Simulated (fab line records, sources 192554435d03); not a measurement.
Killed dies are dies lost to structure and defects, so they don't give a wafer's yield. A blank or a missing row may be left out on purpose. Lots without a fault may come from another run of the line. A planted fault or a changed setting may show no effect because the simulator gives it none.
fab line records | flow n5_finfet
record lots=9 wafers=26 last_day=17
route steps=1938 shown HKMG_FIN@437 BEOL_M4@1111
lots that met no fault: from a run of the same line without faults
start_h: hours from the record's first day to the start of the lot's first wafer shown | wait_h: hours since the lot's step before | " the same as in the row above | L1.1+2: a row that stands for several wafers | - no value, or no start given | * or withheld: withheld | < > ~ a bound
route shown NAME@n: a module of which the file shows steps, and the number in the route of the first | usual: mean/standard deviation of fault-free wafers | same: alike in all rows | chamber/n: place in a boat | sites: the reading at each site | _std_site: their standard deviation | _edge_site: outer sites' mean less inner sites' | radius_mm: how far each site lies from the wafer's centre | mask NAME#n: copy n | behind: the tool/chamber that last shaped the wafer | hold: why the lot was held/for how many hours/how that ended | device: the transistor (n, p or np) that didn't switch | end of line: the same wafers' tests at the end of the route | a step without rows: its recipe alone | killed: dies lost to structure and defects at the first sort, not the wafer's yield | map: a wafer's dies, x killed, . not, _ none there
set.NAME: the setting as run; set.NAME@STEP: as run at that earlier step | model.NAME: the simulator's own value behind a step, which no gauge read
steps of the route over a sample of lots; a table a step, a row a wafer
services: from which hour (start_h, from the record's first day; less than 0 if before it) a tool's chamber was out of use, for how many hours, and why
## steps
# step N5_HKMG_FIN_STRIP_34
# recipe chemistry=CF4 resist=SiARC power_w=300 bias_power_w=75 pressure_mtorr=50 cf4_flow_sccm=150 rf_frequency_hz=6e+07
# usual drypump_motor_current_A=5.6/0.54 oes_product_au=0.76/0.083 rf_vpp_V=270.9/1.6 showerhead_plenum_p_Torr=1.78/0.06 throttle_valve_pct=13.56/0.25
# columns lot.wafer tool chamber start_h wait_h drypump_motor_current_A oes_product_au rf_hours_counter_h rf_vpp_V showerhead_plenum_p_Torr throttle_valve_pct
L409.4 rie_diel-03 1 74.67 0.0 5.4 0.69 - 270.9 1.75 13.53
L409.5 " 3 " " 6.4 0.80 - 270.9 1.75 13.72
L409.6 " 0 " " 5.2 0.70 - 269.0 1.71 13.67
L410.3 rie_diel-01 1 81.77 0.0 5.9 0.74 140 270.4 1.86 13.64
L410.4 " 3 " " 5.7 0.67 231 269.6 1.77 13.69
L410.5 " 2 " " 5.5 0.70 - 269.1 1.71 13.69
L413.1 rie_diel-05 2 98.25 0.0 6.2 0.71 169 268.3 1.73 13.79
L413.2 " 0 " " 5.2 0.73 160 271.6 1.79 13.45
L413.4 " 3 " " 4.8 0.73 164 272.7 1.87 13.61
L415.1 rie_diel-01 0 115.54 0.0 6.0 0.72 184 274.0 1.84 13.60
L415.2 " 1 " " 5.9 0.73 154 271.4 1.86 13.67
L415.5 " 3 " " 5.7 0.67 - 271.5 1.77 13.74
L418.5 rie_diel-05 2 127.85 0.0 6.2 0.71 - 270.1 1.73 13.82
L418.6 " 1 " " 5.4 0.74 - 270.5 1.76 13.61
L423.1 rie_diel-05 3 160.20 0.0 4.8 0.71 185 272.4 1.86 13.66
L423.2 " 0 " " 5.2 0.72 179 270.8 1.78 13.49
L423.5 " 0 " " 5.2 0.72 - 271.0 1.78 13.47
L426.2 rie_diel-03 2 178.53 0.0 4.7 0.68 248 268.7 1.77 13.69
L426.3 " 3 " " 6.5 0.75 129 270.1 1.74 13.81
L426.5 " 1 " " 5.4 0.87 - 269.8 1.74 13.01
L428.1 rie_diel-05 1 191.09 0.0 5.4 0.72 186 271.6 1.75 13.66
L428.2 " 3 " " 4.8 0.71 194 271.1 1.86 13.66
L428.6 " 3 " " 4.8 0.71 - 273.0 1.86 13.65
L429.3 rie_diel-01 1 197.54 0.0 5.9 0.71 187 273.1 1.85 13.75
L429.4 " 3 " " 5.7 0.91 13 271.2 1.76 13.18
L429.6 " 1 " " 5.9 0.70 - 272.5 1.85 13.75
# step N5_HKMG_FIN_ALD_71
# recipe material=TiN target_thk_a=10 temp_c=400 ald_precursor_family=TiCl4 ald_co_reactant=NH3 pulse_time_s=1 purge_time_s=3 co_reactant_purge_time_s=2 co_reactant_pulse_time_s=2 ald_cycles=47 pressure_torr=3
# usual heater_power_w=898/95 precursor_pulse_height_rel=1.000/0.019 susceptor_temp_C=400.01/0.21
# columns lot.wafer tool chamber start_h wait_h heater_power_w precursor_pulse_height_rel susceptor_temp_C
L409.4 ald_metal-04 1 76.43 0.0 859 1.018 399.83
L409.5 " 3 " " 967 0.985 400.34
L409.6 " 0 " " 754 0.973 399.63
L410.3 ald_metal-04 0 83.56 0.0 730 1.014 400.10
L410.4 " 1 " " 864 1.012 399.83
L410.5 " 1 " " 843 1.023 399.83
L413.1 ald_metal-04 2 100.05 0.0 954 1.007 400.10
L413.2 " 0 " " 906 1.024 434.90
L413.4 " 1 " " 880 0.990 400.31
L415.1 ald_metal-04 1 117.32 0.0 864 0.987 400.24
L415.2 " 0 " " 910 1.022 434.64
L415.5 " 0 " " 909 0.976 434.34
L418.5 ald_metal-02 3 129.75 0.1 927 0.998 399.97
L418.6 " 2 " " 1023 0.990 400.53
L423.1 ald_metal-01 3 162.29 0.0 842 0.995 399.97
L423.2 " 0 " " 736 0.967 399.88
L423.5 " 2 " " 1042 0.960 400.21
L426.2 ald_metal-01 2 180.29 0.0 986 0.993 399.88
L426.3 " 3 " " 862 0.993 400.02
L426.5 " 2 " " 996 1.028 399.76
L428.1 ald_metal-01 2 193.05 0.0 1008 1.006 400.50
L428.2 " 3 " " 867 0.997 399.68
L428.6 " 2 " " 949 1.000 400.26
L429.3 ald_metal-01 2 199.31 0.0 996 1.013 399.92
L429.4 " 0 " " 762 0.989 399.80
L429.6 " 2 " " 992 0.996 399.70
# step N5_HKMG_FIN_STRIP_90
# recipe chemistry=N2/H2 material=SOC time_s=20 power_w=500 temp_c=40 pressure_mtorr=50 rf_frequency_hz=6e+07 bias_power_w=8 h2_frac=0.5 n2_flow_sccm=300 h2_flow_sccm=300
# usual drypump_motor_current_A=5.6/0.5 oes_product_au=0.76/0.092 rf_vpp_V=54.2/0.87 showerhead_plenum_p_Torr=3.36/0.12 throttle_valve_pct=18.9/0.39
# columns lot.wafer tool chamber start_h wait_h drypump_motor_current_A oes_product_au rf_hours_counter_h rf_vpp_V showerhead_plenum_p_Torr throttle_valve_pct
L409.4 rie_diel-05 3 76.83 0.0 4.8 0.76 156 54.2 3.50 18.8
L409.5 " 0 " " 5.2 0.73 - 54.8 3.34 18.4
L409.6 " 1 " " 5.4 0.74 - 53.5 3.33 18.6
L410.3 rie_diel-01 0 83.96 0.0 6.0 0.71 172 54.1 3.49 19.1
L410.4 " 3 " " 5.7 0.66 232 53.7 3.31 18.9
L410.5 " 0 " " 6.0 0.71 - 55.0 3.49 19.1
L413.1 rie_diel-05 1 100.45 0.0 5.4 0.73 157 56.2 3.32 18.6
L413.2 " 0 " " 5.3 0.72 160 53.7 3.34 18.4
L413.4 " 3 " " 4.8 0.75 165 54.9 3.50 18.8
L415.1 rie_diel-03 0 117.72 0.0 5.2 0.68 248 53.5 3.16 19.1
L415.2 " 2 " " 4.7 0.70 224 53.4 3.33 19.1
L415.5 " 0 " " 5.2 0.68 - 53.7 3.16 19.1
L418.5 rie_diel-03 3 130.06 0.0 6.4 0.78 - 55.0 3.25 19.4
L418.6 " 2 " " 4.7 0.70 - 54.6 3.33 19.2
L423.1 rie_diel-05 0 162.69 0.0 5.2 0.70 180 55.2 3.33 18.4
L423.2 " 1 " " 5.4 0.71 178 54.0 3.31 18.6
L423.5 " 1 " " 5.4 0.71 - 52.8 3.31 18.6
L426.2 rie_diel-05 3 180.93 0.0 4.8 0.74 191 54.9 3.48 18.8
L426.3 " 1 " " 5.4 0.71 183 55.2 3.31 18.6
L426.5 " 1 " " 5.4 0.71 - 54.7 3.31 18.6
L428.1 rie_diel-05 2 193.45 0.0 6.2 0.71 200 54.3 3.22 19.3
L428.2 " 1 " " 5.4 0.70 187 53.3 3.31 18.6
L428.6 " 0 " " 5.2 0.69 - 54.0 3.32 18.4
L429.3 rie_diel-01 2 199.71 0.0 5.6 0.93 23 56.6 3.56 18.2
L429.4 " 3 " " 5.7 0.87 13 53.1 3.29 18.5
L429.6 " 0 " " 6.0 0.67 - 54.6 3.46 19.2
# step N5_HKMG_FIN_ETCHBACK_68
# recipe chemistry=Cl2/Ar stop_on=HfO2 target_depth_a=5 pressure_mtorr=10 icp_w=600 bias_w=60 Cl2_flow_sccm=40 Ar_flow_sccm=60
# usual drypump_motor_current_A=5.5/0.31 oes_ar_750_au=0.78/0.13 oes_product_au=0.76/0.13 throttle_valve_pct=20.95/0.3
# columns lot.wafer tool chamber start_h wait_h drypump_motor_current_A oes_ar_750_au oes_product_au rf_hours_counter_h throttle_valve_pct
L409.4 rie_metal-02 1 77.02 0.1 5.5 0.65 0.62 - 21.08
L409.5 " 1 " " 5.5 0.65 0.61 - 21.10
L409.6 " 0 " " 5.0 0.61 0.61 - 20.98
L410.3 rie_metal-03 1 84.16 0.1 5.9 0.81 0.81 - 21.18
L410.4 " 0 " " 5.7 0.74 0.74 - 20.97
L410.5 " 0 " " 5.7 0.74 0.74 - 20.97
L413.1 rie_metal-03 1 100.60 0.0 5.9 0.80 0.81 29 21.16
L413.2 " 0 " " 5.7 0.73 0.74 52 20.97
L413.4 " 1 " " 5.9 0.80 0.81 - 21.17
L415.1 rie_metal-01 0 117.88 0.0 5.5 0.94 0.94 1 21.13
L415.2 " 1 " " 5.6 0.97 0.93 6 20.35
L415.5 " 1 " " 5.6 0.97 0.94 - 20.36
L418.5 rie_metal-01 0 130.27 0.1 5.5 0.93 0.90 - 21.15
L418.6 " 1 " " 5.7 0.96 0.94 - 20.34
L423.1 rie_metal-02 0 162.85 0.0 5.0 0.60 0.60 126 21.01
L423.2 " 1 " " 5.5 0.64 0.60 129 21.12
L423.5 " 1 " " 5.5 0.65 0.60 - 21.13
L426.2 rie_metal-01 0 181.09 0.0 5.5 0.89 0.77 7 21.28
L426.3 " 1 " " 5.6 0.94 0.91 - 20.35
L426.5 " 0 " " 5.5 0.90 0.89 - 21.16
L428.1 rie_metal-03 0 193.61 0.0 5.7 0.72 0.72 61 20.99
L428.2 " 1 " " 5.9 0.77 0.78 38 21.22
L428.6 " 0 " " 5.7 0.72 0.71 - 21.00
L429.3 rie_metal-01 0 199.91 0.1 5.4 0.89 0.88 - 21.16
L429.4 " 1 " " 5.7 0.94 0.90 - 20.36
L429.6 " 0 " " 5.5 0.90 0.88 - 21.13
# step N5_BEOL_M4_RC_MEAS_101
# usual DIBL_N=37.0/2.3 DIBL_P=37.3/2.8 IOFF_N=0.17/0.046 IOFF_P=0.23/0.054 ION_N=675/14 ION_P=460/9.3 SS_N=71.7/0.73 SS_P=73.6/0.95 VT_N=249/3.9 VT_P=-250/3.9
# columns lot.wafer tool chamber start_h wait_h DIBL_N[mV/V] DIBL_P[mV/V] IOFF_N[nA/um] IOFF_P[nA/um] ION_N[uA/um] ION_P[uA/um] SS_N[mV/dec] SS_P[mV/dec] VT_N[mV] VT_P[mV]
L409.4 prober-02 0 167.30 0.5 40.3 40.9 0.23 0.31 680 471 72.2 74.8 243 -246
L409.5 " 0 " " 37.1 35.4 0.15 0.21 676 464 71.3 73.7 251 -251
L409.6 " 0 " " 43.8 44.8 0.36 0.42 712 478 73.7 76.2 240 -243
L410.3 prober-02 0 170.31 0.3 37.4 37.6 0.19 0.22 677 457 72.1 73.7 250 -249
L410.4 " 0 " " 36.8 37.4 0.17 0.22 667 453 71.1 75.0 249 -251
L410.5 " 0 " " 39.6 40.9 0.25 0.29 688 457 72.2 76.1 245 -248
L413.1 prober-01 0 193.90 0.0 36.7 38.7 0.17 0.26 681 475 70.8 74.1 248 -247
L413.2 " 0 " " 36.7 36.8 0.16 0.21 671 458 71.5 72.5 251 -251
L413.4 " 0 " " 36.5 38.3 0.16 0.25 679 473 71.2 73.6 251 -247
L415.1 prober-02 0 200.18 0.0 35.3 36.6 0.15 0.19 670 458 71.4 73.1 253 -255
L415.2 " 0 " " 38.5 39.5 0.22 0.25 703 474 72.1 73.8 245 -251
L415.5 " 0 " " 39.3 40.8 0.23 0.27 706 471 72.3 74.8 248 -250
L418.5 prober-02 0 222.87 0.6 35.7 35.0 0.15 0.23 677 468 71.5 73.0 250 -246
L418.6 " 0 " " 41.2 42.4 0.27 0.37 700 473 73.1 74.4 244 -243
L423.1 prober-01 0 280.83 0.0 34.0 32.0 0.10 0.16 656 456 70.8 72.3 256 -253
L423.2 " 0 " " 40.2 40.6 0.21 0.31 663 458 73.1 74.7 250 -247
L423.5 " 0 " " 38.4 38.3 0.18 0.26 656 453 73.0 74.2 247 -249
L426.2 prober-02 0 286.35 0.2 33.5 30.7 0.10 0.13 640 440 71.0 72.3 257 -258
L426.3 " 0 " " 36.2 35.0 0.14 0.18 664 452 71.2 73.1 250 -254
L426.5 " 0 " " 37.3 35.0 0.16 0.18 666 448 72.1 73.3 250 -253
L428.1 prober-02 0 288.93 0.0 36.2 33.2 0.15 0.18 670 456 71.6 72.5 253 -253
L428.2 " 0 " " 37.1 35.2 0.17 0.21 676 454 71.7 72.8 250 -253
L428.6 " 0 " " 35.3 33.1 0.13 0.18 677 466 70.6 73.1 252 -250
L429.3 prober-01 0 302.09 0.3 38.3 39.4 0.20 0.24 673 456 71.8 73.6 247 -251
L429.4 " 0 " " 36.8 38.0 0.17 0.21 671 455 72.3 72.9 250 -252
L429.6 " 0 " " 37.2 38.0 0.18 0.22 666 455 71.8 73.7 248 -250
## services
# columns tool chamber start_h hours kind
rie_metal-03 - 52.11 0.8 repair
rie_diel-01 0 55.61 8.9 repair
rie_diel-03 2 62.77 34.7 repair
rie_diel-05 - 71.97 0.2 repair
rie_metal-01 0 90.98 - clean
rie_metal-01 0 90.98 19.3 scheduled_down
rie_metal-01 0 90.98 19.3 vent_cycle
rie_diel-01 2 91.24 11.0 repair
rie_diel-05 1 93.44 4.1 repair
rie_diel-03 1 97.59 - clean
ald_metal-02 - 116.96 8.7 pm
rie_diel-01 2 119.57 - clean
rie_diel-01 2 119.57 - consumable_replace:focus_ring
rie_diel-01 2 119.57 - consumable_replace:showerhead
rie_diel-01 2 119.57 18.6 scheduled_down
rie_diel-01 2 119.57 18.6 vent_cycle
rie_diel-01 3 138.40 - clean
rie_diel-01 3 138.40 - consumable_replace:focus_ring
rie_diel-01 3 138.40 15.9 scheduled_down
rie_diel-01 3 138.40 15.9 vent_cycle
ald_metal-01 - 149.97 0.7 repair
rie_metal-01 1 176.04 4.8 repair
ald_metal-01 - 183.28 2.8 pm
ald_metal-04 - 188.31 8.7 pm
## key
first_sign step=N5_HKMG_FIN_ALD_71 reading=susceptor_temp_C direction=up sigmas=99+ usual=* struck=*
effect none on later readings
met_at N5_HKMG_FIN_ALD_71
struck_lots L413,L415
struck_wafers L413.2,L415.2,L415.5
not_acting_at N5_HKMG_FIN_STRIP_34,N5_HKMG_FIN_STRIP_90,N5_HKMG_FIN_ETCHBACK_68
onset_between 83.56 100.05
fault kind=process_parameter_drift tool=ald_metal-04 chamber=0 onset_h=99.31 steps=N5_HKMG_FIN_ALD_71 channel=temp_c offset=* shape=step end_h=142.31 acts_in=* stated=*
